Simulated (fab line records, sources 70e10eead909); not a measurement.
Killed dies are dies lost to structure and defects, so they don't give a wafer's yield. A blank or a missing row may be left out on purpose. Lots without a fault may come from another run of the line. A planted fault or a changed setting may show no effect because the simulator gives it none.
Chamber matching | flow nand_harc | NHARC_A_BONDPAD_DEP_00 on pecvd-03: 3 sister chambers
The step deposits SiCN, target thk 250 nm. 18 wafers are shown with their chamber, then 9 later ones without.

WAFERS WITH THEIR CHAMBER
wafer  | chamber | showerhead_vpp_V (V) | heater_power_w (W)
L282.2 | 2       | 1182                 | 606
L282.5 | 0       | 1292                 | 482
L282.6 | 1       | 1312                 | 469
L283.1 | 0       | 1320                 | 520
L283.2 | 2       | 1168                 | 638
L283.6 | 2       | 1205                 | 671
L284.1 | 0       | 1295                 | 511
L284.2 | 2       | 1181                 | 594
L284.3 | 1       | 1339                 | 555
L286.1 | 2       | 1191                 | 587
L286.4 | 2       | 1198                 | 593
L286.5 | 1       | 1323                 | 528
L287.2 | 2       | 1192                 | 597
L287.4 | 2       | 1196                 | 614
L287.5 | 1       | 1319                 | 537
L290.1 | 0       | 1271                 | 482
L290.2 | 1       | 1353                 | 568
L290.3 | 2       | 1188                 | 623

SIGNATURES (means of the wafers above)
reading          | chamber 0 | chamber 1 | chamber 2 | scatter within a chamber
showerhead_vpp_V | 1294.50   | 1329.20   | 1189.00   | 14.8
heater_power_w   | 498.75    | 531.40    | 613.67    | 29.2
Rule: a wafer's distance from a chamber is the root of the sum, over the readings, of the square of ((its reading less the chamber's mean) divided by the reading's scatter). The wafer belongs to the nearest chamber; if the next one is less than 2 further off, it can't be placed. The scatter: the root of (the sum of the squares of (reading less its chamber's mean) over the shown wafers, divided by (wafers less chambers)).

WAFERS WITHOUT THEIR CHAMBER
wafer  | showerhead_vpp_V (V) | heater_power_w (W)
L291.4 | 1203                 | 562
L291.5 | 1362                 | 589
L291.6 | 1276                 | 493
L289.4 | 1305                 | 513
L289.5 | 1174                 | 526
L289.6 | 1338                 | 575
L295.2 | 1335                 | 565
L295.4 | 1339                 | 581
L295.6 | 1181                 | 497

WHICH CHAMBER EACH WENT THROUGH
wafer  | from the rows above     | in truth
L291.4 | 2                       | 2
L291.5 | 1                       | 1
L291.6 | 0                       | 0
L289.4 | can't be placed: 0 or 1 | 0
L289.5 | 2                       | 2
L289.6 | 1                       | 1
L295.2 | 1                       | 1
L295.4 | 1                       | 1
L295.6 | 2                       | 2
Placed correctly: 8 of 9. Can't be placed from these rows: 1 (the true chamber is among the candidates in 1). Placed wrongly: 0.
